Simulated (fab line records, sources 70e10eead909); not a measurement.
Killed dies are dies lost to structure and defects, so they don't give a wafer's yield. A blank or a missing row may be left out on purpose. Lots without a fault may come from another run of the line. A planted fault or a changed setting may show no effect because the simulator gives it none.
Which tool did it? | flow nand_harc | 6 lots, 17 wafers sampled, at 5 steps of a route of 1302

WHAT THE GAUGES READ, wafer by wafer
NHARC_END_SORT_01.
lot  | measured     | on        | killed_at_array
L442 | day 27 11:43 | prober-01 | 77 71 92
L443 | day 28 07:32 | prober-01 | 47 660 40
L446 | day 30 15:08 | prober-01 | 674 673
L453 | day 32 20:09 | prober-01 | 34 35 28

WHICH TOOL RAN EACH LOT (tool, then ch and the chambers of the sampled wafers, then the start)
lot  | NHARC_A_STAIRCASE_ETCH_192                    | NHARC_A_STAIRCASE_TRIM_196         | NHARC_A_STAIRCASE_TRIM_200                    | NHARC_A_STAIRCASE_STRIP_205
L437 | rie_diel-03 ch 0,2,3, day 17 17:20 or earlier | rie_diel-03 ch 1,2, day 17 17:20   | rie_diel-03 ch 2,3, day 17 18:31 or earlier   | plasma_asher-02 ch 0,1, day 17 18:31
L442 | rie_diel-13 ch 0,2,3, day 19 04:49 or earlier | rie_diel-03 ch 0,1,2, day 19 04:49 | rie_diel-03 ch 0,2,3, day 19 06:00 or earlier | plasma_asher-01 ch 0,1, day 19 06:00
L443 | rie_diel-13 ch 1,2, day 19 16:02 or earlier   | rie_diel-03 ch 2,3, day 19 16:02   | rie_diel-03 ch 1,2,3, day 19 17:16 or earlier | plasma_asher-01 ch 0,1, day 19 17:16
L446 | rie_diel-11 ch 0, day 21 00:40 or earlier     | rie_diel-03 ch 0, day 21 00:40     | rie_diel-03 ch 0,2, day 21 02:16 or earlier   | plasma_asher-02 ch 0,1, day 21 02:16
L453 | rie_diel-03 ch 1,2,3, day 24 03:07 or earlier | rie_diel-13 ch 1,2, day 24 03:07   | rie_diel-13 ch 0,1, day 24 04:23 or earlier   | plasma_asher-02 ch 0,1, day 24 04:23
L457 | rie_diel-13 ch 0,1,2, day 25 11:22 or earlier | rie_diel-13 ch 1,2,3, day 25 11:22 | rie_diel-13 ch 0,1,2, day 25 12:28 or earlier | plasma_asher-02 ch 0, day 25 12:28
- NHARC_A_STAIRCASE_ETCH_192: etches the open film in C4F8/O2, target depth 100 nm, time 40.5 s.
- NHARC_A_STAIRCASE_TRIM_196: chemistry O2, time 211.2 s.
- NHARC_A_STAIRCASE_TRIM_200: chemistry O2, time 211.2 s.
- NHARC_A_STAIRCASE_STRIP_205: strips in O2.

THE ANSWER, worked out from the rows above alone
Rule: what is usual is taken from the lots themselves. Put in order of their means at a reading, lots are off if they are a third of the lots or fewer, leave a main group of 4 or more, and stand apart from it by a gap of 3 or more times the standard deviation of the main group's means; of several such gaps the widest counts. A main group whose means are all the same, to the digits that the tables above print for the reading, isn't used. A lot without any number at a reading at which 4 lots or more have one is off too. The other lots that the step has rows for count as sound.
No lot is off at any reading shown: from this, nothing can be told.

WHAT THE SIMULATOR HAD PUT IN
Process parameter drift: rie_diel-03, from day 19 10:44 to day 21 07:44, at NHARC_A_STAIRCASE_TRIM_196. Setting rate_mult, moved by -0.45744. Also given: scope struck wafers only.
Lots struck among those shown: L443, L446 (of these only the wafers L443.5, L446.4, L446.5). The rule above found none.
